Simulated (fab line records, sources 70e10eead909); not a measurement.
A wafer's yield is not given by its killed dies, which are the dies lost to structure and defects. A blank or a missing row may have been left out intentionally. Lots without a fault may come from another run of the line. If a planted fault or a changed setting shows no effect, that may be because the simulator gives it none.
Which tool did it? + flow nand-harc + Sampling: 12 lots, 36 wafers, 6 of 1302 route steps

== WHAT THE GAUGES READ, wafer by wafer ==
NHARC_A_CONTACT_CD_MEAS_69 targets a cd of 300 nm.
| lot  | measured     | on        | cd-nm (nm)        |
|------|--------------|-----------|-------------------|
| L075 | day 22 09:45 | cd-sem-02 | 299.5 300.7 300.3 |
| L077 | day 23 08:58 | cd-sem-03 | 299.0 300.1 299.3 |
| L080 | day 23 23:39 | cd-sem-02 | 299.2 300.6 299.1 |
| L081 | day 25 11:30 | cd-sem-02 | 300.5 299.8 300.0 |
| L083 | day 25 22:17 | cd-sem-03 | 299.4 300.9 300.0 |
| L085 | day 26 13:45 | cd-sem-01 | 299.3 299.9 299.4 |
| L088 | day 27 11:20 | cd-sem-02 | 299.4 300.1 301.0 |
| L089 | day 27 18:56 | cd-sem-03 | 299.1 301.0 300.4 |
| L090 | day 28 03:14 | cd-sem-03 | 299.7 299.4 300.4 |
| L093 | day 29 17:20 | cd-sem-03 | 299.3 300.6 300.2 |
| L095 | day 30 07:23 | cd-sem-02 | 301.1 301.2 299.9 |
| L097 | day 31 16:38 | cd-sem-03 | 299.1 299.0 300.3 |

== WHAT TOOL EACH LOT RAN ON (gives the tool, then ch and the chambers of the sampled wafers, and finally the start) ==
| lot  | NHARC_A_SLIT_ETCH_17             | NHARC_A_WL_FILL_ALD_00           | NHARC_A_CONTACT_ETCH_122             | NHARC_A_CONTACT_ETCH_123             | NHARC_A_CONTACT_ETCH_102           |
|------|----------------------------------|----------------------------------|--------------------------------------|--------------------------------------|------------------------------------|
| L075 | har-etch-02 ch 0,1, day 20 08:27 | ald-hk-02 ch 0,3, day 20 20:11   | har-cap-etch-03 ch 0,1, day 22 03:04 | har-cap-etch-03 ch 0,1, day 22 03:14 | rie-diel-12 ch 0,2,3, day 22 04:44 |
| L077 | har-etch-01 ch 0,1, day 21 10:26 | ald-hk-04 ch 1,2, day 21 22:37   | har-cap-etch-01 ch 0,1, day 23 01:59 | har-cap-etch-01 ch 0,1, day 23 02:09 | rie-diel-01 ch 1,2,3, day 23 03:38 |
| L080 | har-etch-01 ch 0,1, day 22 03:13 | ald-hk-04 ch 0,1,2, day 22 13:41 | har-cap-etch-02 ch 0,1, day 23 17:28 | har-cap-etch-02 ch 0,1, day 23 17:46 | rie-diel-12 ch 1,2, day 23 19:04   |
| L081 | har-etch-01 ch 0,1, day 23 07:28 | ald-hk-03 ch 2,3, day 23 19:15   | har-cap-etch-03 ch 0,1, day 25 05:17 | har-cap-etch-03 ch 0,1, day 25 05:28 | rie-diel-12 ch 0,2,3, day 25 06:58 |
| L083 | har-etch-01 ch 0,1, day 24 01:23 | ald-hk-02 ch 0,1,3, day 24 11:56 | har-cap-etch-03 ch 0,1, day 25 16:06 | har-cap-etch-03 ch 0,1, day 25 16:23 | rie-diel-07 ch 0,1, day 25 17:46   |
| L085 | har-etch-02 ch 0,1, day 24 11:21 | ald-hk-04 ch 0,3, day 25 01:32   | har-cap-etch-03 ch 0,1, day 26 07:17 | har-cap-etch-03 ch 0,1, day 26 07:31 | rie-diel-12 ch 0,1, day 26 09:13   |
| L088 | har-etch-02 ch 0,1, day 25 12:07 | ald-hk-03 ch 1,2, day 25 23:19   | har-cap-etch-02 ch 0, day 27 04:59   | har-cap-etch-02 ch 0, day 27 05:10   | rie-diel-07 ch 0,2,3, day 27 06:49 |
| L089 | har-etch-01 ch 0,1, day 25 17:29 | ald-hk-04 ch 0,2,3, day 26 03:32 | har-cap-etch-02 ch 0,1, day 27 10:54 | har-cap-etch-02 ch 0,1, day 27 11:04 | rie-diel-12 ch 0,1,2, day 27 12:35 |
| L090 | har-etch-02 ch 0,1, day 26 05:19 | ald-hk-02 ch 0,1,2, day 26 15:57 | har-cap-etch-01 ch 0,1, day 27 20:52 | har-cap-etch-01 ch 0,1, day 27 21:02 | rie-diel-12 ch 0,3, day 27 22:32   |
| L093 | har-etch-02 ch 0,1, day 27 15:16 | ald-hk-03 ch 1,3, day 28 02:24   | har-cap-etch-03 ch 0,1, day 29 09:14 | har-cap-etch-03 ch 0,1, day 29 09:28 | rie-diel-12 ch 0,2,3, day 29 11:08 |
| L095 | har-etch-01 ch 0,1, day 28 09:08 | ald-hk-03 ch 0,1,3, day 28 21:08 | har-cap-etch-01 ch 0,1, day 30 00:59 | har-cap-etch-01 ch 0,1, day 30 01:10 | rie-diel-12 ch 0,1,3, day 30 02:41 |
| L097 | har-etch-01 ch 0, day 29 15:11   | ald-hk-03 ch 0,1,3, day 30 03:01 | har-cap-etch-03 ch 0,1, day 31 09:17 | har-cap-etch-03 ch 0,1, day 31 09:27 | rie-diel-12 ch 1,2, day 31 10:56   |
- NHARC_A_SLIT_ETCH_17: etches the open film in C4F8/O2/Ar, time 4254.5 s, target depth 20300 nm.
- NHARC_A_WL_FILL_ALD_00: deposits Al2O3, target thk 3 nm, pulse time 3 s, ald cycles 30.
- NHARC_A_CONTACT_ETCH_122: etches the open film in C4F8/O2/Ar, time 190 s, target depth 1850 nm.
- NHARC_A_CONTACT_ETCH_123: etches the open film in C4F8/O2/Ar, time 490 s, target depth 2110 nm.
- NHARC_A_CONTACT_ETCH_102: etches the open film in CF4/O2, target depth 100 nm, overetch 10 nm, time 55 s.

== THE ANSWER, worked out from the rows above alone ==
Rule: usual is defined by the lots themselves. The widest of any qualifying gaps counts: lots, ordered by their means at a reading, are off when they make up no more than a third of the lots, leave a main group of 4 or more, and stand apart from it by 3 or more times the standard deviation of that group's means. Not used: any main group whose means are identical at the precision the tables above print for the reading. A lot without any number at a reading at which 4 lots or more have one is off too. Where the step has rows for the other lots, those lots are counted as sound.
None of the lots is off at any reading shown; this tells nothing.

== WHAT THE SIMULATOR PUT IN ==
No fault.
